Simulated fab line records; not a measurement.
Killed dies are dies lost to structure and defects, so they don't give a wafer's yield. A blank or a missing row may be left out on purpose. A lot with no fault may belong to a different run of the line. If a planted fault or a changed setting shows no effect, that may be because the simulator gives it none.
A lot that was struck, set against a sound lot / flow nandHarc / 14 out of 1159 route steps
Sound: these wafers, L963.1, L963.2, L963.6. Struck: wafer L965.1. (L965.4 of the same lot was not struck and is left out.) The cause comes at the end.
Order at every step that has rows: each side's tool, ch and its chambers, its first start. Under that, the readings that differ: sound wafers / struck wafers / difference of the means / sigmas: that difference in standard deviations of wafers without a fault.
alike: same words and numbers on both sides, and readings whose means sit less than 2 such deviations apart. not compared: any withheld reading, any reading some wafer has no value for, any bound like >300 that may hide the same value, and any number with overlapping values for which the record gives no deviation.
Wherever a step has rows on one side only, a row that says differs or no value, or a row with sigmas, the two part there. Numbers that have no deviation but don't overlap get no sigmas and don't part them. Lack of a reading on every wafer of one side parts them only where that side has two or more wafers.

NHARC_A_CONTACT_ETCH_137: etches the open film in C4F8/O2/Ar, time 132 s, target depth 1287 nm.
  sound on harCapEtch-02 ch 0,1, day 19 20:44; struck on harCapEtch-02 ch 1, day 20 09:29
  not compared: rfHoursCounterH
then, 2 steps without rows for these wafers: NHARC_A_CONTACT_ETCH_138 (etches the open film in C4F8/O2/Ar, time 132 s, target depth 1289 nm); NHARC_A_CONTACT_ETCH_139 (etches the open film in C4F8/O2/Ar, time 137 s, target depth 590 nm).
NHARC_A_CONTACT_ETCH_92: etches the open film in CH3F/O2, target depth 40 nm, time 85.7 s.
  sound on rieDiel-03 ch 0,1,2, day 19 21:23; struck on rieDiel-03 ch 1, day 20 10:11
reading=oesProductAu (a.u.); sound=0.91 0.93 0.93; struck=1.01; difference=+0.09; sigmas=+2
  alike: drypumpMotorCurrentA, rfVppV, showerheadPlenumPTorr, throttleValvePct
  not compared: rfHoursCounterH
then, 1 step without rows for these wafers: NHARC_A_CONTACT_ETCH_98 (etches the open film in C4F6/O2, target depth 20 nm, time 10 s).
NHARC_A_CONTACT_CD_MEAS_15:
  sound on cdSem-01 at day 19 21:35; struck on cdSem-01 at day 20 10:27
  alike: cdNm
then, 3 steps without rows for these wafers: NHARC_A_CONTACT_STRIP_107 (strips in N2/H2); NHARC_A_CONTACT_STRIP_108 (strips in CF4/CHF3); NHARC_A_CONTACT_STRIP_109 (strips in O2/COS).
NHARC_A_CONTACT_ETCH_110: etches the open film in CF4/O2, target depth 50 nm, overetch 5 nm, time 27.5 s.
  sound on rieDiel-03 ch 0,1,3, day 19 21:53; struck on rieDiel-12 ch 2, day 20 10:47
reading=drypumpMotorCurrentA (A); sound=6.0 5.7 6.6; struck=5.2; difference=-0.9; sigmas=-2
  alike: oes_f_703_au, oes_o_777_au, oesProductAu, rfVppV, showerheadPlenumPTorr, throttleValvePct
  not compared: rfHoursCounterH
NHARC_A_CONTACT_STRIP_26: strips in O2.
  sound: rieDiel-03 ch 0,1,2; struck: rieDiel-12 ch 1
  alike: drypumpMotorCurrentA, oesProductAu, rfVppV, showerheadPlenumPTorr, throttleValvePct
  not compared: rfHoursCounterH
then, 1 step without rows for these wafers: NHARC_A_CONTACT_STRIP_27 (strips in post etch residue remover, time 600 s).
NHARC_A_CONTACT_ALD_18: deposits TiN, target thk 3 nm, pulse time 1 s, ald cycles 150.
  sound on aldMetal-04 ch 0,2, day 19 22:32; struck on aldMetal-04 ch 1, day 20 11:34
reading=aldCycles; sound=150 150 150; struck=139; difference=-11; sigmas=
  alike: heaterPowerW, precursorPulseHeightRel
NHARC_A_CONTACT_CVD_19: deposits W, target thk 300 nm, time 802 s.
  sound: cvdW-01 ch 0,1; struck: cvdW-02 ch 0
reading=throttleValvePct (%); sound=8.20 7.72 7.97; struck=8.43; difference=+0.47; sigmas=+2
  alike: heaterPowerW, mfcH2Sccm, mfcWf6Sccm

WHERE THEY PART
At NHARC_A_CONTACT_ETCH_92 first; at NHARC_A_CONTACT_CVD_19 last (within this record only).

WHY: what the simulator had put in
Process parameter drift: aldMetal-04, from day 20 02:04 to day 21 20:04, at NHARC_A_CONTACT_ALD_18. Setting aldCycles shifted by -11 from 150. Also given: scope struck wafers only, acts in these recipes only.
